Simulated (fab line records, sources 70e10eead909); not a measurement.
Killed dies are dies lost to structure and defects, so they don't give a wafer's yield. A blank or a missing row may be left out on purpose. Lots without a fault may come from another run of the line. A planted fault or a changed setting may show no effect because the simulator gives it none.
Chamber matching | flow nand_harc | NHARC_A_WL_FILL_ALD_00 on ald_hk-03: 4 sister chambers
The step deposits Al2O3, target thk 3 nm, pulse time 3 s, ald cycles 30. 4 wafers are shown with their chamber, then 8 later ones without.

WAFERS WITH THEIR CHAMBER
wafer  | chamber | heater_power_w (W)
L087.1 | 3       | 394
L087.3 | 2       | 448
L087.4 | 1       | 439
L091.1 | 0       | 469

WAFERS WITHOUT THEIR CHAMBER
wafer  | heater_power_w (W)
L091.4 | 440
L091.6 | 459
L090.3 | 378
L090.5 | 436
L090.6 | 452
L095.2 | 466
L095.4 | 396
L095.5 | 468

WHICH CHAMBER EACH WENT THROUGH
wafer  | from the rows above          | in truth
L091.4 | can't be placed: 1 or 2      | 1
L091.6 | can't be placed: 0 or 2 or 1 | 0
L090.3 | 3                            | 3
L090.5 | can't be placed: 1 or 2      | 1
L090.6 | can't be placed: 2 or 1 or 0 | 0
L095.2 | 0                            | 0
L095.4 | 3                            | 3
L095.5 | 0                            | 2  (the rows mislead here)
Placed correctly: 3 of 8. Can't be placed from these rows: 4 (the true chamber is among the candidates in 4). Placed wrongly: 1.
How it was worked out, from the rows above alone: a wafer's distance from a chamber is the root of the sum, over the readings, of the square of ((its reading less the chamber's mean) divided by the reading's scatter). The wafer belongs to the nearest chamber; if the next one is less than 2 further off, it can't be placed. A chamber's mean is the mean of its shown wafers. The scatter: with one shown wafer a chamber, the root of the mean of the squares of how far each hidden wafer lies from its nearest shown one.
